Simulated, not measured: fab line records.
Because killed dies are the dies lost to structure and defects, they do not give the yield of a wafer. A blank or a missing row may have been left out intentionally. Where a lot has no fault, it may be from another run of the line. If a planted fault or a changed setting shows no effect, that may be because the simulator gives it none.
Which tool was responsible? :: flow n5 finfet :: Sampling: 24 lots, 72 wafers, 5 of 1938 route steps

## WHAT THE GAUGES READ, wafer by wafer
N5_FIN_SAQP_THK_MEAS_07. Usual: thk nm reads 60.1 nm (standard deviation 0.85).
lot: L074
measured: day 1 21:46
on: film metro-01
thk nm (nm): 59.8 61.0 60.2
flag: 

lot: L075
measured: day 2 04:07
on: film metro-01
thk nm (nm): 59.9 59.8 59.2
flag: 

lot: L076
measured: day 2 10:14
on: film metro-01
thk nm (nm): 60.1 58.7 60.5
flag: 

lot: L077
measured: day 2 15:59
on: film metro-02
thk nm (nm): 60.6 59.2 60.4
flag: 

lot: L078
measured: day 2 22:15
on: film metro-01
thk nm (nm): 59.4 60.5 59.9
flag: 

lot: L079
measured: day 3 04:35
on: film metro-02
thk nm (nm): 62.0 60.1 61.9
flag: 

lot: L080
measured: day 3 10:04
on: film metro-01
thk nm (nm): 59.9 60.1 59.5
flag: 

lot: L081
measured: day 3 15:52
on: film metro-02
thk nm (nm): 60.1 59.9 61.4
flag: 

lot: L082
measured: day 3 22:22
on: film metro-01
thk nm (nm): 60.0 58.9 61.0
flag: 

lot: L083
measured: day 4 03:07
on: film metro-02
thk nm (nm): 60.3 61.7 61.0
flag: 

lot: L084
measured: day 4 11:17
on: film metro-01
thk nm (nm): 59.0 59.0 61.0
flag: 

lot: L085
measured: day 4 15:52
on: film metro-01
thk nm (nm): 58.0 59.4 60.6
flag: 

lot: L086
measured: day 4 21:40
on: film metro-01
thk nm (nm): 60.4 60.9 62.2
flag: 

lot: L087
measured: day 5 06:44
on: film metro-02
thk nm (nm): 59.9 59.5 59.4
flag: 

lot: L088
measured: day 5 10:40
on: film metro-01
thk nm (nm): 60.4 60.2 61.3
flag: 

lot: L089
measured: day 5 15:43
on: film metro-01
thk nm (nm): 59.7 60.1 61.1
flag: 

lot: L090
measured: day 5 22:22
on: film metro-01
thk nm (nm): 60.5 60.6 60.3
flag: 

lot: L091
measured: day 6 03:54
on: film metro-02
thk nm (nm): 59.5 59.2 59.2
flag: 

lot: L092
measured: day 6 09:03
on: film metro-01
thk nm (nm): 60.5 61.0 61.2
flag: 

lot: L093
measured: day 6 15:19
on: film metro-02
thk nm (nm): 60.3 61.2 60.2
flag: 

lot: L094
measured: day 6 21:13
on: film metro-01
thk nm (nm): 59.7 60.9 61.0
flag: 

lot: L095
measured: day 7 04:17
on: film metro-01
thk nm (nm): 59.4 58.5 60.1
flag: 

lot: L096
measured: day 7 09:14
on: film metro-01
thk nm (nm): 59.2 60.3 60.0
flag: 

lot: L097
measured: day 7 15:28
on: film metro-01
thk nm (nm): 60.5 62.1 61.6
flag: 

N5_FIN_SAQP_CD_MEAS_31: the cd target is 8 nm. Usual: cd nm reads 8.12 nm (standard deviation 0.21).
lot: L074
measured: day 2 01:59
on: cd sem-01
cd nm (nm): 7.75 8.10 8.12
flag: 

lot: L075
measured: day 2 08:22
on: cd sem-01
cd nm (nm): 8.17 8.16 8.56
flag: 

lot: L076
measured: day 2 14:25
on: cd sem-02
cd nm (nm): 8.35 8.13 7.96
flag: 

lot: L077
measured: day 2 21:12
on: cd sem-03
cd nm (nm): 8.20 8.37 7.94
flag: 

lot: L078
measured: day 3 02:23
on: cd sem-01
cd nm (nm): 8.20 8.16 7.66
flag: 

lot: L079
measured: day 3 09:41
on: cd sem-01
cd nm (nm): 8.33 8.38 8.18
flag: 

lot: L080
measured: day 3 15:02
on: cd sem-02
cd nm (nm): 7.65 7.95 8.04
flag: 

lot: L081
measured: day 3 20:43
on: cd sem-01
cd nm (nm): 8.24 8.15 8.57
flag: 

lot: L082
measured: day 4 02:46
on: cd sem-03
cd nm (nm): 8.22 8.13 8.38
flag: 

lot: L083
measured: day 4 07:27
on: cd sem-03
cd nm (nm): 7.63 8.54 8.16
flag: 

lot: L084
measured: day 4 16:42
on: cd sem-03
cd nm (nm): 8.17 8.15 8.32
flag: 

lot: L085
measured: day 4 21:22
on: cd sem-03
cd nm (nm): 8.31 8.11 8.03
flag: 

lot: L086
measured: day 5 05:27
on: cd sem-02
cd nm (nm): 8.22 8.26 8.04
flag: 

lot: L087
measured: day 5 12:50
on: cd sem-03
cd nm (nm): 8.50 8.12 8.22
flag: 

lot: L088
measured: day 5 16:00
on: cd sem-03
cd nm (nm): 8.03 8.03 7.99
flag: 

lot: L089
measured: day 5 20:20
on: cd sem-03
cd nm (nm): 7.91 8.41 8.01
flag: 

lot: L090
measured: day 6 02:40
on: cd sem-01
cd nm (nm): 8.27 8.04 7.84
flag: 

lot: L091
measured: day 6 08:20
on: cd sem-02
cd nm (nm): 7.95 8.44 8.08
flag: 

lot: L092
measured: day 6 13:59
on: cd sem-01
cd nm (nm): 8.30 7.81 8.06
flag: 

lot: L093
measured: day 6 20:05
on: cd sem-02
cd nm (nm): 7.97 8.41 8.29
flag: 

lot: L094
measured: day 7 01:43
on: cd sem-02
cd nm (nm): 8.33 8.25 8.31
flag: 

lot: L095
measured: day 7 09:00
on: cd sem-03
cd nm (nm): 8.06 8.20 8.28
flag: 

lot: L096
measured: day 7 13:54
on: cd sem-03
cd nm (nm): 8.09 7.94 7.81
flag: 

lot: L097
measured: day 7 20:02
on: cd sem-01
cd nm (nm): 8.30 8.25 8.34
flag: 

N5_FIN_CUT_INSPECT_10: inspects for defects (brightfield). Usual: raw defect count reads 43 (standard deviation 12).
lot: L074
measured: day 2 03:06
on: defect inspect-01
raw defect count: 40 37 45
flag: 

lot: L075
measured: day 2 09:20
on: defect inspect-02
raw defect count: 35 46 54
flag: 

lot: L076
measured: day 2 15:24
on: defect inspect-02
raw defect count: 32 39 57
flag: 

lot: L077
measured: day 2 22:19
on: defect inspect-02
raw defect count: 43 35 55
flag: 

lot: L078
measured: day 3 03:22
on: defect inspect-02
raw defect count: 76 57 54
flag: 

lot: L079
measured: day 3 10:41
on: defect inspect-02
raw defect count: 50 35 39
flag: 

lot: L080
measured: day 3 16:10
on: defect inspect-01
raw defect count: 22 28 47
flag: 

lot: L081
measured: day 3 21:47
on: defect inspect-02
raw defect count: 51 56 48
flag: 

lot: L082
measured: day 4 03:53
on: defect inspect-02
raw defect count: 77 56 48
flag: 

lot: L083
measured: day 4 08:26
on: defect inspect-02
raw defect count: 34 46 42
flag: 

lot: L084
measured: day 4 18:07
on: defect inspect-01
raw defect count: 34 34 33
flag: 

lot: L085
measured: day 4 22:38
on: defect inspect-01
raw defect count: 54 38 40
flag: 

lot: L086
measured: day 5 06:35
on: defect inspect-02
raw defect count: 20 42 34
flag: 

lot: L087
measured: day 5 13:59
on: defect inspect-01
raw defect count: 41 27 66
flag: 

lot: L088
measured: day 5 17:11
on: defect inspect-01
raw defect count: 35 28 40
flag: 

lot: L089
measured: day 5 21:26
on: defect inspect-01
raw defect count: 52 68 43
flag: 

lot: L090
measured: day 6 03:38
on: defect inspect-02
raw defect count: 36 34 35
flag: 

lot: L091
measured: day 6 09:23
on: defect inspect-01
raw defect count: 38 43 34
flag: 

lot: L092
measured: day 6 14:58
on: defect inspect-01
raw defect count: 34 58 39
flag: 

lot: L093
measured: day 6 21:35
on: defect inspect-02
raw defect count: 54 54 54
flag: 

lot: L094
measured: day 7 02:50
on: defect inspect-02
raw defect count: 43 37 36
flag: 

lot: L095
measured: day 7 10:06
on: defect inspect-01
raw defect count: 51 63 48
flag: 

lot: L096
measured: day 7 15:06
on: defect inspect-02
raw defect count: 31 25 35
flag: 

lot: L097
measured: day 7 21:08
on: defect inspect-01
raw defect count: 36 31 48
flag: 

## EACH LOT AND THE TOOL THAT RAN IT (in order: tool; ch and the chambers of the sampled wafers; start)
lot: L074
N5_FIN_SAQP_PECVD_47: pecvd-03 ch 0,1, day 1 21:36
N5_FIN_SAQP_HM_DEP_72: pecvd-03 ch 0,1, day 1 21:48

lot: L075
N5_FIN_SAQP_PECVD_47: pecvd-04 ch 0,1,2, day 2 03:57
N5_FIN_SAQP_HM_DEP_72: pecvd-04 ch 0,1,2, day 2 04:10

lot: L076
N5_FIN_SAQP_PECVD_47: pecvd-04 ch 0,2, day 2 10:04
N5_FIN_SAQP_HM_DEP_72: pecvd-03 ch 0,2, day 2 10:16

lot: L077
N5_FIN_SAQP_PECVD_47: pecvd-01 ch 1,2, day 2 15:49
N5_FIN_SAQP_HM_DEP_72: pecvd-03 ch 0,2, day 2 16:01

lot: L078
N5_FIN_SAQP_PECVD_47: pecvd-03 ch 0,2, day 2 22:05
N5_FIN_SAQP_HM_DEP_72: pecvd-01 ch 0,1,2, day 2 22:17

lot: L079
N5_FIN_SAQP_PECVD_47: pecvd-01 ch 0,1, day 3 04:22
N5_FIN_SAQP_HM_DEP_72: pecvd-01 ch 0,1, day 3 04:38

lot: L080
N5_FIN_SAQP_PECVD_47: pecvd-04 ch 0, day 3 09:49
N5_FIN_SAQP_HM_DEP_72: pecvd-03 ch 1,2, day 3 10:05

lot: L081
N5_FIN_SAQP_PECVD_47: pecvd-01 ch 0,1, day 3 15:37
N5_FIN_SAQP_HM_DEP_72: pecvd-04 ch 0,1,2, day 3 15:54

lot: L082
N5_FIN_SAQP_PECVD_47: pecvd-04 ch 0,1,2, day 3 22:11
N5_FIN_SAQP_HM_DEP_72: pecvd-03 ch 0,1,2, day 3 22:24

lot: L083
N5_FIN_SAQP_PECVD_47: pecvd-03 ch 0,1,2, day 4 02:56
N5_FIN_SAQP_HM_DEP_72: pecvd-01 ch 0,1,2, day 4 03:09

lot: L084
N5_FIN_SAQP_PECVD_47: pecvd-04 ch 0,1, day 4 11:07
N5_FIN_SAQP_HM_DEP_72: pecvd-03 ch 1,2, day 4 11:19

lot: L085
N5_FIN_SAQP_PECVD_47: pecvd-01 ch 0,1,2, day 4 15:41
N5_FIN_SAQP_HM_DEP_72: pecvd-03 ch 1,2, day 4 15:54

lot: L086
N5_FIN_SAQP_PECVD_47: pecvd-03 ch 0,1, day 4 21:29
N5_FIN_SAQP_HM_DEP_72: pecvd-01 ch 0,1, day 4 21:42

lot: L087
N5_FIN_SAQP_PECVD_47: pecvd-03 ch 0,1,2, day 5 06:34
N5_FIN_SAQP_HM_DEP_72: pecvd-04 ch 0,1,2, day 5 06:47

lot: L088
N5_FIN_SAQP_PECVD_47: pecvd-03 ch 0,1, day 5 10:30
N5_FIN_SAQP_HM_DEP_72: pecvd-04 ch 0,1, day 5 10:42

lot: L089
N5_FIN_SAQP_PECVD_47: pecvd-03 ch 0,2, day 5 15:32
N5_FIN_SAQP_HM_DEP_72: pecvd-01 ch 0,1,2, day 5 15:44

lot: L090
N5_FIN_SAQP_PECVD_47: pecvd-03 ch 0,1,2, day 5 22:11
N5_FIN_SAQP_HM_DEP_72: pecvd-04 ch 1,2, day 5 22:24

lot: L091
N5_FIN_SAQP_PECVD_47: pecvd-01 ch 0,1,2, day 6 03:44
N5_FIN_SAQP_HM_DEP_72: pecvd-04 ch 0,1,2, day 6 03:56

lot: L092
N5_FIN_SAQP_PECVD_47: pecvd-03 ch 0,2, day 6 08:53
N5_FIN_SAQP_HM_DEP_72: pecvd-03 ch 0,1,2, day 6 09:05

lot: L093
N5_FIN_SAQP_PECVD_47: pecvd-01 ch 0,1, day 6 15:08
N5_FIN_SAQP_HM_DEP_72: pecvd-04 ch 0,2, day 6 15:21

lot: L094
N5_FIN_SAQP_PECVD_47: pecvd-01 ch 0,1, day 6 21:02
N5_FIN_SAQP_HM_DEP_72: pecvd-03 ch 0,2, day 6 21:15

lot: L095
N5_FIN_SAQP_PECVD_47: pecvd-03 ch 0,1,2, day 7 04:07
N5_FIN_SAQP_HM_DEP_72: pecvd-03 ch 1,2, day 7 04:19

lot: L096
N5_FIN_SAQP_PECVD_47: pecvd-03 ch 0,2, day 7 09:04
N5_FIN_SAQP_HM_DEP_72: pecvd-01 ch 1,2, day 7 09:16

lot: L097
N5_FIN_SAQP_PECVD_47: pecvd-04 ch 0,2, day 7 15:18
N5_FIN_SAQP_HM_DEP_72: pecvd-01 ch 0,2, day 7 15:30
- N5_FIN_SAQP_PECVD_47: deposits a-Si from SiH4/He, target thk 45 nm, time 36.3 s.
- N5_FIN_SAQP_HM_DEP_72: deposits SiO2 from SiH4/N2O, target thk 12 nm, time 7.2 s.

## AS READ BY THE TOOLS THEMSELVES (means over the sampled wafers that have a number; for cases with no such wafer, the mark the record gives instead)
N5_FIN_SAQP_PECVD_47. Usual: chamber pressure Torr 3.000 Torr, standard deviation 0.006; heater power w 833 W, standard deviation 95; showerhead plenum p Torr 5.70 Torr, standard deviation 0.037; throttle valve pct 18.6 %, standard deviation 0.89.
lot: L074
tool: pecvd-03
chamber pressure Torr (Torr): 3.003
heater power w (W): 766
showerhead plenum p Torr (Torr): 5.68
throttle valve pct (%): 19.2
flag: 

lot: L075
tool: pecvd-04
chamber pressure Torr (Torr): 2.998
heater power w (W): 884
showerhead plenum p Torr (Torr): 5.70
throttle valve pct (%): 17.9
flag: 

lot: L076
tool: pecvd-04
chamber pressure Torr (Torr): 3.002
heater power w (W): 848
showerhead plenum p Torr (Torr): 5.71
throttle valve pct (%): 17.3
flag: 

lot: L077
tool: pecvd-01
chamber pressure Torr (Torr): 3.003
heater power w (W): 761
showerhead plenum p Torr (Torr): 5.72
throttle valve pct (%): 18.6
flag: 

lot: L078
tool: pecvd-03
chamber pressure Torr (Torr): 3.003
heater power w (W): 818
showerhead plenum p Torr (Torr): 5.66
throttle valve pct (%): 18.3
flag: 

lot: L079
tool: pecvd-01
chamber pressure Torr (Torr): 3.002
heater power w (W): 889
showerhead plenum p Torr (Torr): 5.74
throttle valve pct (%): 18.8
flag: 

lot: L080
tool: pecvd-04
chamber pressure Torr (Torr): 2.997
heater power w (W): 909
showerhead plenum p Torr (Torr): 5.70
throttle valve pct (%): 17.9
flag: 

lot: L081
tool: pecvd-01
chamber pressure Torr (Torr): 2.999
heater power w (W): 846
showerhead plenum p Torr (Torr): 5.75
throttle valve pct (%): 18.8
flag: 

lot: L082
tool: pecvd-04
chamber pressure Torr (Torr): 3.001
heater power w (W): 860
showerhead plenum p Torr (Torr): 5.70
throttle valve pct (%): 17.9
flag: 

lot: L083
tool: pecvd-03
chamber pressure Torr (Torr): 3.009
heater power w (W): 823
showerhead plenum p Torr (Torr): 5.68
throttle valve pct (%): 18.6
flag: 

lot: L084
tool: pecvd-04
chamber pressure Torr (Torr): 3.000
heater power w (W): 939
showerhead plenum p Torr (Torr): 5.71
throttle valve pct (%): 18.4
flag: 

lot: L085
tool: pecvd-01
chamber pressure Torr (Torr): 3.000
heater power w (W): 827
showerhead plenum p Torr (Torr): 5.73
throttle valve pct (%): 19.1
flag: 

lot: L086
tool: pecvd-03
chamber pressure Torr (Torr): 3.002
heater power w (W): 872
showerhead plenum p Torr (Torr): 5.67
throttle valve pct (%): 18.4
flag: 

lot: L087
tool: pecvd-03
chamber pressure Torr (Torr): 3.003
heater power w (W): 827
showerhead plenum p Torr (Torr): 5.68
throttle valve pct (%): 18.6
flag: 

lot: L088
tool: pecvd-03
chamber pressure Torr (Torr): 2.996
heater power w (W): 814
showerhead plenum p Torr (Torr): 5.68
throttle valve pct (%): 18.5
flag: 

lot: L089
tool: pecvd-03
chamber pressure Torr (Torr): 3.005
heater power w (W): 913
showerhead plenum p Torr (Torr): 5.67
throttle valve pct (%): 17.9
flag: 

lot: L090
tool: pecvd-03
chamber pressure Torr (Torr): 3.004
heater power w (W): 834
showerhead plenum p Torr (Torr): 5.67
throttle valve pct (%): 18.7
flag: 

lot: L091
tool: pecvd-01
chamber pressure Torr (Torr): 3.002
heater power w (W): 826
showerhead plenum p Torr (Torr): 5.74
throttle valve pct (%): 18.9
flag: 

lot: L092
tool: pecvd-03
chamber pressure Torr (Torr): 3.001
heater power w (W): 832
showerhead plenum p Torr (Torr): 5.67
throttle valve pct (%): 18.2
flag: 

lot: L093
tool: pecvd-01
chamber pressure Torr (Torr): 2.996
heater power w (W): 895
showerhead plenum p Torr (Torr): 5.74
throttle valve pct (%): 18.9
flag: 

lot: L094
tool: pecvd-01
chamber pressure Torr (Torr): 2.993
heater power w (W): 848
showerhead plenum p Torr (Torr): 5.74
throttle valve pct (%): 18.8
flag: 

lot: L095
tool: pecvd-03
chamber pressure Torr (Torr): 3.001
heater power w (W): 801
showerhead plenum p Torr (Torr): 5.68
throttle valve pct (%): 18.8
flag: 

lot: L096
tool: pecvd-03
chamber pressure Torr (Torr): 3.003
heater power w (W): 842
showerhead plenum p Torr (Torr): 5.66
throttle valve pct (%): 18.4
flag: 

lot: L097
tool: pecvd-04
chamber pressure Torr (Torr): 3.008
heater power w (W): 979
showerhead plenum p Torr (Torr): 5.70
throttle valve pct (%): 17.7
flag: 

N5_FIN_SAQP_HM_DEP_72. Usual: chamber pressure Torr 0.7500 Torr, standard deviation 0.0018; heater power w 770 W, standard deviation 95; showerhead plenum p Torr 8.25 Torr, standard deviation 0.098.
lot: L074
tool: pecvd-03
chamber pressure Torr (Torr): 0.7492
heater power w (W): 760
showerhead plenum p Torr (Torr): 8.17
flag: 

lot: L075
tool: pecvd-04
chamber pressure Torr (Torr): 0.7489
heater power w (W): 833
showerhead plenum p Torr (Torr): 8.24
flag: 

lot: L076
tool: pecvd-03
chamber pressure Torr (Torr): 0.7506
heater power w (W): 855
showerhead plenum p Torr (Torr): 8.12
flag: 

lot: L077
tool: pecvd-03
chamber pressure Torr (Torr): 0.7511
heater power w (W): 795
showerhead plenum p Torr (Torr): 8.14
flag: 

lot: L078
tool: pecvd-01
chamber pressure Torr (Torr): 0.7498
heater power w (W): 705
showerhead plenum p Torr (Torr): 8.34
flag: 

lot: L079
tool: pecvd-01
chamber pressure Torr (Torr): 0.7500
heater power w (W): 787
showerhead plenum p Torr (Torr): 8.35
flag: 

lot: L080
tool: pecvd-03
chamber pressure Torr (Torr): 0.7504
heater power w (W): 680
showerhead plenum p Torr (Torr): 8.22
flag: 

lot: L081
tool: pecvd-04
chamber pressure Torr (Torr): 0.7516
heater power w (W): 777
showerhead plenum p Torr (Torr): 8.27
flag: 

lot: L082
tool: pecvd-03
chamber pressure Torr (Torr): 0.7486
heater power w (W): 716
showerhead plenum p Torr (Torr): 8.17
flag: 

lot: L083
tool: pecvd-01
chamber pressure Torr (Torr): 0.7501
heater power w (W): 792
showerhead plenum p Torr (Torr): 8.34
flag: 

lot: L084
tool: pecvd-03
chamber pressure Torr (Torr): 0.7490
heater power w (W): 697
showerhead plenum p Torr (Torr): 8.23
flag: 

lot: L085
tool: pecvd-03
chamber pressure Torr (Torr): 0.7483
heater power w (W): 731
showerhead plenum p Torr (Torr): 8.18
flag: 

lot: L086
tool: pecvd-01
chamber pressure Torr (Torr): 0.7498
heater power w (W): 879
showerhead plenum p Torr (Torr): 8.41
flag: 

lot: L087
tool: pecvd-04
chamber pressure Torr (Torr): 0.7495
heater power w (W): 800
showerhead plenum p Torr (Torr): 8.26
flag: 

lot: L088
tool: pecvd-04
chamber pressure Torr (Torr): 0.7510
heater power w (W): 825
showerhead plenum p Torr (Torr): 8.24
flag: 

lot: L089
tool: pecvd-01
chamber pressure Torr (Torr): 0.7501
heater power w (W): 749
showerhead plenum p Torr (Torr): 8.35
flag: 

lot: L090
tool: pecvd-04
chamber pressure Torr (Torr): 0.7473
heater power w (W): 814
showerhead plenum p Torr (Torr): 8.26
flag: 

lot: L091
tool: pecvd-04
chamber pressure Torr (Torr): 0.7500
heater power w (W): 787
showerhead plenum p Torr (Torr): 8.26
flag: 

lot: L092
tool: pecvd-03
chamber pressure Torr (Torr): 0.7493
heater power w (W): 688
showerhead plenum p Torr (Torr): 8.17
flag: 

lot: L093
tool: pecvd-04
chamber pressure Torr (Torr): 0.7498
heater power w (W): 853
showerhead plenum p Torr (Torr): 8.25
flag: 

lot: L094
tool: pecvd-03
chamber pressure Torr (Torr): 0.7514
heater power w (W): 709
showerhead plenum p Torr (Torr): 8.12
flag: 

lot: L095
tool: pecvd-03
chamber pressure Torr (Torr): 0.7498
heater power w (W): 647
showerhead plenum p Torr (Torr): 8.23
flag: 

lot: L096
tool: pecvd-01
chamber pressure Torr (Torr): 0.7517
heater power w (W): 758
showerhead plenum p Torr (Torr): 8.28
flag: 

lot: L097
tool: pecvd-01
chamber pressure Torr (Torr): 0.7516
heater power w (W): 835
showerhead plenum p Torr (Torr): 8.40
flag: 

## THE ANSWER, worked out from the rows above alone
Rule: a lot counts as off when the mean over its wafers that have a number is more than 3 standard deviations away from the usual mean. Also off: a lot with no number at a reading for which 4 or more lots have one. Any other lot the step has rows for is counted as sound. First the gauges in route order, then the tools' own readings, where a lot's mean is used as printed above. The first step at which some lot is off is used, and at that step the reading that is off furthest; a lot without a number counts as furthest.
No lot is off on any of the readings shown, so nothing can be concluded from this.

## WHAT WAS PUT IN BY THE SIMULATOR
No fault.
